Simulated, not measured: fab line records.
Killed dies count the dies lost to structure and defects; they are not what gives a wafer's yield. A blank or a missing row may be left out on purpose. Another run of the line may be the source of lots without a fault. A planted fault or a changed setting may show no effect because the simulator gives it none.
fab line records -- flow n5-finfet
record: lots: 12, wafers: 34, last-day: 17
route steps=1938 shown BEOL_M5@1178 BEOL_M6@1194
lots with no fault: from the same line, run without faults
start-h: start of the lot's first displayed wafer, in hours after the record's first day -- wait-h: how many hours have passed since the lot's step before this one -- " unchanged from the row above -- L1.1+2: several wafers, shown together as one row -- - no value, or no start was given -- * or withheld: withheld -- < > ~ a bound
route shown NAME@n: a module of which the file shows steps, and the number in the route of the first -- usual: mean/standard deviation of fault-free wafers -- same: alike in all rows -- chamber/n: place in a boat -- sites: the reading at each site -- _std_site: the values' standard deviation -- _edge_site: inner sites' mean taken away from outer sites' mean -- radius-mm: how far each site lies from the wafer's centre -- mask NAME#n: copy n -- behind: the most recent tool/chamber to have shaped the wafer -- hold: cause of the lot's hold/its duration in hours/its outcome -- device: transistor that didn't switch, given as n, p or np -- end of line: the tests these same wafers got at the end of their route -- where a step has no rows: the recipe by itself -- killed: count of dies lost to structure and defects at first sort (not the wafer's yield) -- map: dies across one wafer; x = killed, . = not, _ = none there
set.NAME: the setting that was run; set.NAME@STEP: the one run at that earlier step -- model.NAME: the simulator's own value behind a step, which no gauge read
the route's steps for a sample of lots (tables are steps, rows are wafers)
services: when a tool's chamber went out of use (start-h, in hours from the record's first day, below 0 if earlier), for how many hours, and the reason
== steps ==
step: N5_BEOL_M5_ANNEAL_82
recipe: temp-c: 400, time-s: 1800, ambient: vacuum
usual: heater-power-w: 845/140
lot.wafer,tool,chamber,start-h,wait-h,heater-power-w
L604.1,pvd-sputter-01,-,176.14,0.0,795
L604.3,pvd-sputter-01,-,176.14,0.0,810
L604.5,pvd-sputter-01,-,176.14,0.0,819
L602.2,pvd-sputter-02,-,184.82,0.0,802
L602.3,pvd-sputter-02,-,184.82,0.0,606
L602.5,pvd-sputter-02,-,184.82,0.0,951
L603.1,pvd-sputter-01,-,185.57,0.0,957
L603.3,pvd-sputter-01,-,185.57,0.0,845
L603.5,pvd-sputter-01,-,185.57,0.0,847
L606.1,pvd-sputter-03,-,208.92,0.0,667
L606.6,pvd-sputter-03,-,208.92,0.0,847
L607.1,pvd-sputter-02,-,211.17,0.0,797
L607.3,pvd-sputter-02,-,211.17,0.0,606
L607.6,pvd-sputter-02,-,211.17,0.0,804
L608.1,pvd-sputter-01,-,215.51,0.0,953
L608.3,pvd-sputter-01,-,215.51,0.0,821
L608.5,pvd-sputter-01,-,215.51,0.0,809
L610.1,pvd-sputter-03,-,232.80,0.0,1081
L610.2,pvd-sputter-03,-,232.80,0.0,832
L610.3,pvd-sputter-03,-,232.80,0.0,880
L611.2,pvd-sputter-01,-,238.41,0.0,821
L611.4,pvd-sputter-01,-,238.41,0.0,799
L611.5,pvd-sputter-01,-,238.41,0.0,797
L613.3,pvd-sputter-03,-,243.39,0.0,852
L613.4,pvd-sputter-03,-,243.39,0.0,830
L613.6,pvd-sputter-03,-,243.39,0.0,662
L621.2,pvd-sputter-03,-,291.24,0.0,1098
L621.4,pvd-sputter-03,-,291.24,0.0,874
L621.5,pvd-sputter-03,-,291.24,0.0,671
L620.2,pvd-sputter-02,-,291.50,0.0,593
L620.6,pvd-sputter-02,-,291.50,0.0,959
L622.1,pvd-sputter-02,-,301.59,0.0,943
L622.4,pvd-sputter-02,-,301.59,0.0,812
L622.6,pvd-sputter-02,-,301.59,0.0,598
step: N5_BEOL_M5_THK_MEAS_53
recipe: thk-meas-gauge: xrf, reads: Cu_of_BEOL_M5_ECD_50
usual: M5_THK: 62.3/2.5
lot.wafer,tool,chamber,start-h,wait-h,M5_THK[nm]
L604.1,film-metro-01,-,180.72,-,59.8
L604.3,film-metro-01,-,180.72,-,60.4
L604.5,film-metro-01,-,180.72,-,62.5
L602.2,film-metro-02,-,190.60,-,59.3
L602.3,film-metro-02,-,190.60,-,60.9
L602.5,film-metro-02,-,190.60,-,63.3
L603.1,film-metro-01,-,194.26,-,59.6
L603.3,film-metro-01,-,194.26,-,59.8
L603.5,film-metro-01,-,194.26,-,59.3
L606.1,film-metro-01,-,212.90,-,63.6
L606.6,film-metro-01,-,212.90,-,63.9
L607.1,film-metro-02,-,215.15,-,63.4
L607.3,film-metro-02,-,215.15,-,60.4
L607.6,film-metro-02,-,215.15,-,59.4
L608.1,film-metro-02,-,219.52,-,58.0
L608.3,film-metro-02,-,219.52,-,66.3
L608.5,film-metro-02,-,219.52,-,61.8
L610.1,film-metro-02,-,236.78,-,60.6
L610.2,film-metro-02,-,236.78,-,63.6
L610.3,film-metro-02,-,236.78,-,58.2
L611.2,film-metro-01,-,242.60,-,63.5
L611.4,film-metro-01,-,242.60,-,61.9
L611.5,film-metro-01,-,242.60,-,66.2
L613.3,film-metro-01,-,247.39,-,62.8
L613.4,film-metro-01,-,247.39,-,65.9
L613.6,film-metro-01,-,247.39,-,63.4
L621.2,film-metro-01,-,295.21,-,66.1
L621.4,film-metro-01,-,295.21,-,60.2
L621.5,film-metro-01,-,295.21,-,62.0
L620.2,film-metro-01,-,295.48,-,65.9
L620.6,film-metro-01,-,295.48,-,61.2
L622.1,film-metro-01,-,305.74,-,58.1
L622.4,film-metro-01,-,305.74,-,62.1
L622.6,film-metro-01,-,305.74,-,58.8
step: N5_BEOL_M6_ILD_DEP_00
recipe: material: SiCOH_lowk, target-thk-a: 1797.5, temp-c: 300, precursor: DEMS/porogen, pressure-torr: 5, rf-w: 500, time-s: 33.4
usual: heater-power-w: 286/49, showerhead-plenum-p-Torr: 5.745/0.011, showerhead-vpp-V: 1402/55, throttle-valve-pct: 14.1/0.78
lot.wafer,tool,chamber,start-h,wait-h,heater-power-w,showerhead-plenum-p-Torr,showerhead-vpp-V,throttle-valve-pct
L604.1,pecvd-01,0,181.04,0.0,326,5.765,1464,14.6
L604.3,pecvd-01,1,181.04,0.0,410,5.745,1480,14.1
L604.5,pecvd-01,1,181.04,0.0,418,5.739,1475,14.0
L602.2,pecvd-01,0,190.92,0.0,366,5.752,1442,14.8
L602.3,pecvd-01,2,190.92,0.0,308,5.757,1515,13.0
L602.5,pecvd-01,2,190.92,0.0,308,5.746,1496,13.6
L603.1,pecvd-04,1,194.59,0.0,251,5.739,1366,14.9
L603.3,pecvd-04,2,194.59,0.0,264,5.755,1341,13.1
L603.5,pecvd-04,1,194.59,0.0,268,5.747,1360,14.7
L606.1,pecvd-04,0,213.34,0.0,242,5.754,1400,14.9
L606.6,pecvd-04,2,213.34,0.0,249,5.750,1343,13.2
L607.1,pecvd-04,1,215.50,0.0,290,5.742,1393,14.8
L607.3,pecvd-04,2,215.50,0.0,265,5.735,1319,13.2
L607.6,pecvd-04,0,215.50,0.0,216,5.754,1422,14.9
L608.1,pecvd-03,0,219.87,0.0,268,5.729,1320,13.2
L608.3,pecvd-03,0,219.87,0.0,272,5.725,1343,13.7
L608.5,pecvd-03,1,219.87,0.0,226,5.741,1395,14.1
L610.1,pecvd-04,0,237.14,0.0,273,5.775,1423,14.8
L610.2,pecvd-04,1,237.14,0.0,310,5.735,1381,15.2
L610.3,pecvd-04,2,237.14,0.0,256,5.733,1347,13.3
L611.2,pecvd-04,1,242.92,0.0,295,5.742,1373,14.4
L611.4,pecvd-04,1,242.92,0.0,305,5.752,1378,14.6
L611.5,pecvd-04,2,242.92,0.0,246,5.715,1330,13.3
L613.3,pecvd-04,1,247.72,0.0,275,5.740,1386,14.7
L613.4,pecvd-04,1,247.72,0.0,276,5.739,1373,14.8
L613.6,pecvd-04,2,247.72,0.0,246,5.748,1347,13.3
L621.2,pecvd-04,1,295.53,0.0,285,5.745,1353,14.6
L621.4,pecvd-04,0,295.53,0.0,218,5.740,1432,14.7
L621.5,pecvd-04,0,295.53,0.0,232,5.773,1436,15.1
L620.2,pecvd-04,0,295.80,0.0,230,5.754,1442,14.9
L620.6,pecvd-04,0,295.80,0.0,242,5.743,1439,14.7
L622.1,pecvd-04,2,306.09,0.0,303,5.727,1340,12.5
L622.4,pecvd-04,0,306.09,0.0,259,5.751,1461,14.9
L622.6,pecvd-04,1,306.09,0.0,257,5.745,1378,14.4
step: N5_BEOL_M6_CURE_74
recipe: temp-c: 385, time-s: 240, ambient: He/Ar, material: SiCOH_lowk
usual: lamp-power-pct: 52.31/0.053, wafer_temp_C_max: 387.0/0.56
lot.wafer,tool,chamber,start-h,wait-h,lamp-power-pct,wafer_temp_C_max
L604.1,uv-cure-03,0,181.11,0.0,52.36,386.5
L604.3,uv-cure-03,0,181.11,0.0,52.35,386.7
L604.5,uv-cure-03,0,181.11,0.0,52.30,387.2
L602.2,uv-cure-02,1,191.07,0.1,52.31,386.6
L602.3,uv-cure-02,1,191.07,0.1,52.39,386.8
L602.5,uv-cure-02,1,191.07,0.1,52.27,386.9
L603.1,uv-cure-02,0,194.79,0.2,52.29,386.8
L603.3,uv-cure-02,0,194.79,0.2,52.41,386.1
L603.5,uv-cure-02,0,194.79,0.2,52.30,386.7
L606.1,uv-cure-01,2,213.41,0.0,52.32,386.7
L606.6,uv-cure-01,2,213.41,0.0,52.27,387.3
L607.1,uv-cure-02,1,215.56,0.0,52.30,386.7
L607.3,uv-cure-02,1,215.56,0.0,52.33,387.3
L607.6,uv-cure-02,1,215.56,0.0,52.40,386.9
L608.1,uv-cure-01,0,219.96,0.1,52.33,386.8
L608.3,uv-cure-01,0,219.96,0.1,52.38,387.0
L608.5,uv-cure-01,0,219.96,0.1,52.32,386.9
L610.1,uv-cure-02,2,237.21,0.0,52.26,388.2
L610.2,uv-cure-02,2,237.21,0.0,52.27,389.0
L610.3,uv-cure-02,2,237.21,0.0,52.34,389.0
L611.2,uv-cure-01,2,243.15,0.2,52.21,387.0
L611.4,uv-cure-01,2,243.15,0.2,52.25,387.2
L611.5,uv-cure-01,2,243.15,0.2,52.30,386.8
L613.3,uv-cure-01,1,247.94,0.2,52.35,386.6
L613.4,uv-cure-01,1,247.94,0.2,52.33,387.1
L613.6,uv-cure-01,1,247.94,0.2,52.29,386.9
L621.2,uv-cure-02,1,295.70,0.1,52.34,387.2
L621.4,uv-cure-02,1,295.70,0.1,52.32,387.5
L621.5,uv-cure-02,1,295.70,0.1,52.28,387.6
L620.2,uv-cure-03,2,295.97,0.1,52.33,388.3
L620.6,uv-cure-03,2,295.97,0.1,52.34,388.3
L622.1,uv-cure-01,1,306.16,0.0,52.22,387.4
L622.4,uv-cure-01,1,306.16,0.0,52.35,386.4
L622.6,uv-cure-01,1,306.16,0.0,52.41,386.3
step: N5_BEOL_M6_THK_MEAS_01
recipe: reads: SiCOH_lowk_of_BEOL_M6_ILD_DEP_00
usual: M6_ILD_THK: 157.0/2.5
lot.wafer,tool,chamber,start-h,wait-h,M6_ILD_THK[nm]
L604.1,film-metro-02,-,181.62,0.4,153.2
L604.3,film-metro-02,-,181.62,0.4,151.2
L604.5,film-metro-02,-,181.62,0.4,152.6
L602.2,film-metro-02,-,191.51,0.4,153.8
L602.3,film-metro-02,-,191.51,0.4,154.3
L602.5,film-metro-02,-,191.51,0.4,153.6
L603.1,film-metro-01,-,195.30,0.4,158.5
L603.3,film-metro-01,-,195.30,0.4,159.3
L603.5,film-metro-01,-,195.30,0.4,159.4
L606.1,film-metro-02,-,213.92,0.4,158.4
L606.6,film-metro-02,-,213.92,0.4,159.5
L607.1,film-metro-02,-,216.56,0.8,157.4
L607.3,film-metro-02,-,216.56,0.8,157.4
L607.6,film-metro-02,-,216.56,0.8,159.5
L608.1,film-metro-01,-,220.47,0.4,155.5
L608.3,film-metro-01,-,220.47,0.4,157.2
L608.5,film-metro-01,-,220.47,0.4,157.0
L610.1,film-metro-02,-,237.72,0.4,157.0
L610.2,film-metro-02,-,237.72,0.4,154.9
L610.3,film-metro-02,-,237.72,0.4,156.8
L611.2,film-metro-01,-,243.98,0.7,153.1
L611.4,film-metro-01,-,243.98,0.7,157.9
L611.5,film-metro-01,-,243.98,0.7,156.7
L613.3,film-metro-02,-,248.29,0.3,153.7
L613.4,film-metro-02,-,248.29,0.3,155.4
L613.6,film-metro-02,-,248.29,0.3,155.0
L621.2,film-metro-02,-,296.13,0.4,166.7
L621.4,film-metro-02,-,296.13,0.4,160.2
L621.5,film-metro-02,-,296.13,0.4,160.1
L620.2,film-metro-01,-,296.40,0.4,165.7
L620.6,film-metro-01,-,296.40,0.4,168.8
L622.1,film-metro-02,-,306.67,0.4,154.6
L622.4,film-metro-02,-,306.67,0.4,159.7
L622.6,film-metro-02,-,306.67,0.4,167.5
== services ==
tool,chamber,start-h,hours,kind
uv-cure-03,-,154.20,1.5,repair
pecvd-04,2,170.47,2.1,scheduled-down
pecvd-03,2,183.26,5.5,scheduled-down
uv-cure-01,-,190.80,4.4,repair
pvd-sputter-01,-,194.09,0.8,repair
pecvd-03,1,196.50,16.5,scheduled-down
pecvd-03,2,213.00,-,clean
pecvd-03,2,213.00,-,consumable-replace:showerhead
pecvd-03,2,213.00,29.0,scheduled-down
pecvd-03,2,213.00,29.0,vent-cycle
uv-cure-02,-,240.52,1.9,repair
pecvd-01,2,261.82,2.1,scheduled-down
pecvd-04,2,272.32,2.5,repair
pecvd-03,1,275.80,7.2,repair
uv-cure-01,-,282.81,2.1,pm
uv-cure-03,-,286.17,2.1,pm
pecvd-01,0,294.15,5.0,scheduled-down
uv-cure-02,-,296.72,1.0,pm
pecvd-01,2,298.12,1.9,repair
pecvd-01,-,301.37,14.6,pm
pecvd-03,0,304.17,5.5,scheduled-down
== key ==
first-sign: step: N5_BEOL_M6_THK_MEAS_01, reading: M6_ILD_THK, direction: up, sigmas: 4.1, usual: 157.0, struck: 167.2
effect none on later readings
met-at N5_BEOL_M6_ILD_DEP_00
struck-lots L620,L621,L622
struck-wafers L620.2,L620.6,L621.2,L622.6
not-acting-at N5_BEOL_M5_ANNEAL_82,N5_BEOL_M5_THK_MEAS_53,N5_BEOL_M6_CURE_74
onset-between 247.72 295.53
fault: kind: process-parameter-drift, tool: pecvd-04, chamber: -, onset-h: 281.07, steps: N5_BEOL_M6_ILD_DEP_00, channel: target-thk-a, offset: *, shape: step, end-h: 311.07, scope: struck-wafers-only, acts-in: *, stated: *
